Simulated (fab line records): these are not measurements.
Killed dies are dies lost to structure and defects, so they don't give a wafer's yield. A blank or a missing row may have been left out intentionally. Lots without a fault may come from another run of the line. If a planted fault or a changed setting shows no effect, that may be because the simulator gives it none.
Matching of chambers / flow n5Finfet / N5_BEOL_M10_PECVD_70 on pecvd-01 has 3 sister chambers
The step deposits SiO2 from TEOS/O2, target thk 20 nm, time 22.7 s. 3 wafers are shown with their chamber, then 8 later ones without.

== WAFERS, EACH WITH ITS CHAMBER ==
wafer=L084.2; chamber=0; heaterPowerOuterW (W)=368
wafer=L089.5; chamber=2; heaterPowerOuterW (W)=545
wafer=L090.3; chamber=1; heaterPowerOuterW (W)=494

== WAFERS WITHOUT THEIR CHAMBER ==
wafer=L090.4; heaterPowerOuterW (W)=611
wafer=L090.6; heaterPowerOuterW (W)=467
wafer=L094.2; heaterPowerOuterW (W)=330
wafer=L094.4; heaterPowerOuterW (W)=491
wafer=L094.5; heaterPowerOuterW (W)=642
wafer=L097.1; heaterPowerOuterW (W)=646
wafer=L097.5; heaterPowerOuterW (W)=430
wafer=L097.6; heaterPowerOuterW (W)=364

== CHAMBER TAKEN BY EACH ==
wafer=L090.4; from the rows above=can't be placed: 2 or 1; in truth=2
wafer=L090.6; from the rows above=can't be placed: 1 or 2 or 0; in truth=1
wafer=L094.2; from the rows above=0; in truth=0
wafer=L094.4; from the rows above=can't be placed: 1 or 2 or 0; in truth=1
wafer=L094.5; from the rows above=can't be placed: 2 or 1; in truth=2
wafer=L097.1; from the rows above=can't be placed: 2 or 1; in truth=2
wafer=L097.5; from the rows above=can't be placed: 0 or 1 or 2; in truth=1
wafer=L097.6; from the rows above=0; in truth=0
2 of 8 placed correctly. Not placeable from these rows: 6 (in 6, the candidates include the true chamber). Placed wrongly: 0.
How it was worked out, from the rows above alone: a wafer's distance from a chamber is the root of the sum, over the readings, of the square of ((its reading less the chamber's mean) divided by the reading's scatter). The wafer belongs to the nearest chamber; if the next one is less than 2 further off, it can't be placed. The mean given for a chamber averages the wafers shown for that chamber. The scatter (one wafer shown for each chamber): square how far every hidden wafer sits from the nearest shown wafer, average those squares and take the square root.
